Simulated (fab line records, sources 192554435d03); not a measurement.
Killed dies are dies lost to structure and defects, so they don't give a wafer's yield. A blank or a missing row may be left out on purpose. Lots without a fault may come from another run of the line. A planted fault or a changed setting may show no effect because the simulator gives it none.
One fault seen from 2 desks | flow n5_finfet | each desk has only its own numbers; what lay behind them comes last

THE METROLOGY DESK
What the gauges read, lot by lot, whatever tool the lot ran on: means of the sampled wafers that have a number. A lot is out of limits, marked OUT, if its mean lies more than 4 standard deviations from the usual mean; the brackets give that distance. Of its 11 readings 7 are shown: those that lie furthest out on some lot.
Columns: A = IOFF_N at N5_BEOL_M4_RC_MEAS_101, usual 0.15 nA/um; B = IOFF_P at N5_BEOL_M4_RC_MEAS_101, usual 0.19 nA/um; C = ION_N at N5_BEOL_M4_RC_MEAS_101, usual 677 uA/um; D = ION_P at N5_BEOL_M4_RC_MEAS_101, usual 462 uA/um; E = SS_N at N5_BEOL_M4_RC_MEAS_101, usual 71.4 mV/dec; F = SS_P at N5_BEOL_M4_RC_MEAS_101, usual 72.9 mV/dec; G = VT_N at N5_BEOL_M4_RC_MEAS_101, usual 250 mV
lot  | first seen here | A    | B    | C   | D   | E    | F    | G
L639 | day 6 02:33     | 0.18 | 0.17 | 675 | 450 | 72.3 | 73.2 | 250
L641 | day 6 11:58     | 0.13 | 0.16 | 675 | 455 | 71.1 | 72.4 | 250
L646 | day 7 21:34     | 0.16 | 0.19 | 692 | 470 | 71.3 | 72.8 | 247
L647 | day 8 01:39     | 0.16 | 0.21 | 670 | 464 | 72.1 | 72.7 | 247
L649 | day 8 06:45     | 0.14 | 0.20 | 662 | 455 | 71.2 | 72.9 | 248
L648 | day 8 06:56     | 0.15 | 0.19 | 674 | 458 | 71.6 | 73.1 | 251
L657 | day 10 09:16    | 0.12 | 0.17 | 670 | 457 | 70.2 | 72.8 | 253
L658 | day 10 16:12    | 0.16 | 0.20 | 686 | 468 | 71.8 | 72.9 | 248
L660 | day 11 04:42    | 0.23 | 0.27 | 706 | 479 | 72.6 | 74.2 | 244
This desk's finding: nothing out of limits on any of the 9 lots.

THE TOOL OWNER'S DESK: rie_si-06
The tool's own readings at N5_BEOL_M0_SAQP_MANDREL_ETCH_103 (etches a-Si in HBr/Cl2, stops on SiCN, target depth 45 nm, bt time 10 s, time 27 s): means of the sampled wafers that have a number, for each lot that ran on this tool. A lot is out of limits, marked OUT, if its mean lies more than 4 standard deviations from the usual mean; the brackets give that distance.
Columns: A = drypump_motor_current_A at N5_BEOL_M0_SAQP_MANDREL_ETCH_103, usual 5.7 A; B = oes_product_au at N5_BEOL_M0_SAQP_MANDREL_ETCH_103, usual 0.685 a.u.; C = throttle_valve_pct at N5_BEOL_M0_SAQP_MANDREL_ETCH_103, usual 35.6 %
lot  | first seen here | A   | B     | C
L639 | day 5 20:11     | 6.1 | 0.674 | 35.5
L646 | day 7 18:01     | 5.7 | 0.688 | 35.3
L648 | day 8 01:33     | 6.1 | 0.680 | 35.5
L657 | day 10 04:28    | 6.2 | 0.685 | 35.1
L658 | day 10 12:28    | 5.8 | 0.677 | 35.1
L660 | day 11 01:20    | 5.7 | 0.684 | 35.2
This desk's finding: nothing out of limits on any of the 6 lots.

PUT TOGETHER
The metrology desk saw nothing out of limits.
The tool owner's desk saw nothing out of limits.

WHAT THE SIMULATOR HAD PUT IN
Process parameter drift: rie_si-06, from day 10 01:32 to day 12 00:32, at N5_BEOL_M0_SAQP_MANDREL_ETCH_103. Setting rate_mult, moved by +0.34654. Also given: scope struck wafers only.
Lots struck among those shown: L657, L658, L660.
